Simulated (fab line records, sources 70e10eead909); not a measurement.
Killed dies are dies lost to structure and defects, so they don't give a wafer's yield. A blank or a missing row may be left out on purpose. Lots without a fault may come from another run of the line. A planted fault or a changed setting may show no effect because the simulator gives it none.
Chamber matching | flow nand_harc | NHARC_A_CONTACT_ALD_18 on ald_metal-01: 4 sister chambers
The step deposits TiN, target thk 3 nm, pulse time 1 s, ald cycles 150. 16 wafers are shown with their chamber, then 8 later ones without.

WAFERS WITH THEIR CHAMBER
wafer  | chamber | heater_power_w (W) | precursor_pulse_height_rel
L077.1 | 2       | 1169               | 0.980
L077.4 | 1       | 1206               | 0.980
L077.5 | 3       | 989                | 1.017
L082.1 | 2       | 1177               | 1.032
L082.4 | 1       | 1248               | 1.002
L082.6 | 1       | 1218               | 1.002
L083.2 | 3       | 991                | 1.023
L083.3 | 2       | 1167               | 1.026
L083.6 | 2       | 1146               | 0.994
L086.2 | 2       | 1172               | 1.007
L086.4 | 0       | 1068               | 1.005
L086.5 | 2       | 1154               | 0.989
L088.3 | 2       | 1152               | 1.004
L088.4 | 0       | 1106               | 0.967
L088.6 | 3       | 999                | 1.004
L091.1 | 0       | 1050               | 1.025

SIGNATURES (means of the wafers above)
reading                    | chamber 0 | chamber 1 | chamber 2 | chamber 3 | scatter within a chamber
heater_power_w             | 1074.67   | 1224.00   | 1162.43   | 993.00    | 16.9
precursor_pulse_height_rel | 0.99900   | 0.99467   | 1.00457   | 1.01467   | 0.0192
Rule: a wafer's distance from a chamber is the root of the sum, over the readings, of the square of ((its reading less the chamber's mean) divided by the reading's scatter). The wafer belongs to the nearest chamber; if the next one is less than 2 further off, it can't be placed. The scatter: the root of (the sum of the squares of (reading less its chamber's mean) over the shown wafers, divided by (wafers less chambers)).

WAFERS WITHOUT THEIR CHAMBER
wafer  | heater_power_w (W) | precursor_pulse_height_rel
L091.3 | 981                | 1.018
L091.4 | 1183               | 0.990
L094.2 | 1192               | 1.007
L094.5 | 1222               | 0.979
L094.6 | 1231               | 0.987
L093.1 | 999                | 1.012
L093.5 | 1205               | 1.010
L093.6 | 1280               | 0.998

WHICH CHAMBER EACH WENT THROUGH
wafer  | from the rows above     | in truth
L091.3 | 3                       | 3
L091.4 | can't be placed: 2 or 1 | 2
L094.2 | can't be placed: 2 or 1 | 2
L094.5 | 1                       | 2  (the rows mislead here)
L094.6 | 1                       | 1
L093.1 | 3                       | 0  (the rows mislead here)
L093.5 | can't be placed: 1 or 2 | 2
L093.6 | 1                       | 1
Placed correctly: 3 of 8. Can't be placed from these rows: 3 (the true chamber is among the candidates in 3). Placed wrongly: 2.
